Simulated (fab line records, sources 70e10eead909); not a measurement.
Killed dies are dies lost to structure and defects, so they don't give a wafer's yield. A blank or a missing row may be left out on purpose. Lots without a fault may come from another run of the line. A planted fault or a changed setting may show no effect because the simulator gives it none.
Chamber matching | flow nand_harc | NHARC_A_STAIRCASE_DESCUM_291 on rie_diel-06: 4 sister chambers
The step chemistry O2, time 3 s. 18 wafers are shown with their chamber, then 9 later ones without.

WAFERS WITH THEIR CHAMBER
wafer  | chamber | showerhead_plenum_p_Torr (Torr) | drypump_motor_current_A (A) | oes_product_au (a.u.)
L076.1 | 3       | 1.78                            | 6.0                         | 0.979
L076.2 | 0       | 1.85                            | 5.1                         | 1.000
L076.6 | 2       | 2.08                            | 5.5                         | 1.001
L077.1 | 0       | 1.85                            | 5.1                         | 1.005
L077.2 | 2       | 2.08                            | 5.4                         | 1.007
L077.4 | 3       | 1.78                            | 6.0                         | 0.983
L079.1 | 1       | 1.93                            | 6.0                         | 1.009
L079.3 | 2       | 2.07                            | 5.5                         | 1.014
L079.5 | 0       | 1.85                            | 5.1                         | 1.012
L082.1 | 3       | 1.78                            | 6.0                         | 0.985
L082.2 | 0       | 1.85                            | 5.2                         | 0.989
L082.4 | 1       | 1.93                            | 6.0                         | 1.011
L089.4 | 1       | 1.93                            | 6.1                         | 1.017
L089.5 | 1       | 1.93                            | 6.0                         | 1.018
L089.6 | 0       | 1.84                            | 5.1                         | 0.993
L091.1 | 2       | 2.06                            | 5.4                         | 1.001
L091.2 | 3       | 1.77                            | 6.0                         | 0.997
L091.6 | 0       | 1.84                            | 5.1                         | 0.994

SIGNATURES (means of the wafers above)
reading                  | chamber 0 | chamber 1 | chamber 2 | chamber 3 | scatter within a chamber
showerhead_plenum_p_Torr | 1.8467    | 1.9300    | 2.0725    | 1.7775    | 0.00588
drypump_motor_current_A  | 5.117     | 6.025     | 5.450     | 6.000     | 0.043
oes_product_au           | 0.99883   | 1.01375   | 1.00575   | 0.98600   | 0.00717
Rule: a wafer's distance from a chamber is the root of the sum, over the readings, of the square of ((its reading less the chamber's mean) divided by the reading's scatter). The wafer belongs to the nearest chamber; if the next one is less than 2 further off, it can't be placed. The scatter: the root of (the sum of the squares of (reading less its chamber's mean) over the shown wafers, divided by (wafers less chambers)).

WAFERS WITHOUT THEIR CHAMBER
wafer  | showerhead_plenum_p_Torr (Torr) | drypump_motor_current_A (A) | oes_product_au (a.u.)
L092.2 | 1.84                            | 5.1                         | 0.988
L092.3 | 1.77                            | 6.0                         | 0.995
L092.6 | 1.84                            | 5.1                         | 0.975
L094.2 | 1.84                            | 5.1                         | 0.991
L094.4 | 1.92                            | 6.0                         | 1.018
L094.6 | 1.84                            | 5.1                         | 0.984
L096.3 | 1.77                            | 6.0                         | 0.999
L096.4 | 2.06                            | 5.4                         | 1.011
L096.5 | 1.84                            | 5.1                         | 0.989

WHICH CHAMBER EACH WENT THROUGH
wafer  | from the rows above | in truth
L092.2 | 0                   | 0
L092.3 | 3                   | 3
L092.6 | 0                   | 0
L094.2 | 0                   | 0
L094.4 | 1                   | 1
L094.6 | 0                   | 0
L096.3 | 3                   | 3
L096.4 | 2                   | 2
L096.5 | 0                   | 0
Placed correctly: 9 of 9. Can't be placed from these rows: 0. Placed wrongly: 0.
